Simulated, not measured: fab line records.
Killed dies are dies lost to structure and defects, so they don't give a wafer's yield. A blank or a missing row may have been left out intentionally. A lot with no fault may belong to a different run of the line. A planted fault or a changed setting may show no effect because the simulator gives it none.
2 desks, one fault | flow n5_finfet | only its own numbers are on each desk; what lay behind them is given at the end

## AT THE TOOL OWNER'S DESK: rie_diel-06
The tool's own readings at N5_FIN_SAQP_SPACER1_ETCHBACK_25 (etches SiO2 in CHF3/O2, target depth 24.4 nm, time 12.2 s): means of the sampled wafers that have a number, for each lot that ran on this tool. A lot is out of limits, marked OUT, if its mean lies more than 4 standard deviations from the usual mean; the brackets give that distance.
Columns: A = drypump_motor_current_A at N5_FIN_SAQP_SPACER1_ETCHBACK_25, usual 5.7 A; B = oes_product_au at N5_FIN_SAQP_SPACER1_ETCHBACK_25, usual 0.76 a.u.; C = rf_vpp_V at N5_FIN_SAQP_SPACER1_ETCHBACK_25, usual 527 V; D = showerhead_plenum_p_Torr at N5_FIN_SAQP_SPACER1_ETCHBACK_25, usual 2.41 Torr; E = throttle_valve_pct at N5_FIN_SAQP_SPACER1_ETCHBACK_25, usual 18.96 %
lot  | first seen here | A   | B    | C   | D    | E
L407 | day 2 12:09     | 5.6 | 0.71 | 525 | 2.30 | 19.18
L416 | day 4 19:19     | 5.6 | 0.70 | 521 | 2.33 | 19.27
L418 | day 5 08:28     | 5.8 | 0.78 | 522 | 2.44 | 19.03
L426 | day 7 07:38     | 5.8 | 0.65 | 524 | 2.40 | 19.11
L427 | day 7 13:03     | 5.6 | 0.56 | 523 | 2.29 | 19.34
Result from this desk: across the 5 lots, nothing is out of limits.

## FROM THE METROLOGY DESK
What the gauges read for every lot (on any tool): the sampled wafers with a number, averaged. A lot is out of limits, marked OUT, if its mean lies more than 4 standard deviations from the usual mean; the brackets give that distance. Shown here are 7 of its 10 readings, the ones lying furthest out on some lot.
Columns: A = DIBL_N at N5_BEOL_M4_RC_MEAS_101, usual 35.9 mV/V; B = IOFF_N at N5_BEOL_M4_RC_MEAS_101, usual 0.155 nA/um; C = IOFF_P at N5_BEOL_M4_RC_MEAS_101, usual 0.201 nA/um; D = ION_N at N5_BEOL_M4_RC_MEAS_101, usual 672 uA/um; E = ION_P at N5_BEOL_M4_RC_MEAS_101, usual 460 uA/um; F = VT_N at N5_BEOL_M4_RC_MEAS_101, usual 250.0 mV; G = VT_P at N5_BEOL_M4_RC_MEAS_101, usual -251.6 mV
lot  | first seen here | A    | B     | C     | D   | E   | F     | G
L406 | day 8 04:57     | 34.8 | 0.132 | 0.193 | 659 | 457 | 254.1 | -250.2
L407 | day 8 14:56     | 35.6 | 0.151 | 0.215 | 677 | 469 | 250.6 | -248.0
L412 | day 10 00:45    | 34.4 | 0.133 | 0.150 | 668 | 448 | 251.7 | -256.6
L416 | day 11 08:32    | 33.8 | 0.149 | 0.208 | 671 | 465 | 249.4 | -249.9
L418 | day 11 08:53    | 37.3 | 0.161 | 0.229 | 675 | 465 | 250.1 | -249.4
L420 | day 12 10:29    | 36.5 | 0.166 | 0.242 | 680 | 474 | 247.9 | -245.9
L426 | day 13 16:23    | 35.8 | 0.197 | 0.235 | 684 | 467 | 244.1 | -249.1
Result from this desk: across the 7 lots, nothing is out of limits.

## ALL TOGETHER
Nothing out of limits was seen by the tool owner's desk.
The metrology desk saw nothing out of limits.

## WHAT HAD BEEN PUT IN BY THE SIMULATOR
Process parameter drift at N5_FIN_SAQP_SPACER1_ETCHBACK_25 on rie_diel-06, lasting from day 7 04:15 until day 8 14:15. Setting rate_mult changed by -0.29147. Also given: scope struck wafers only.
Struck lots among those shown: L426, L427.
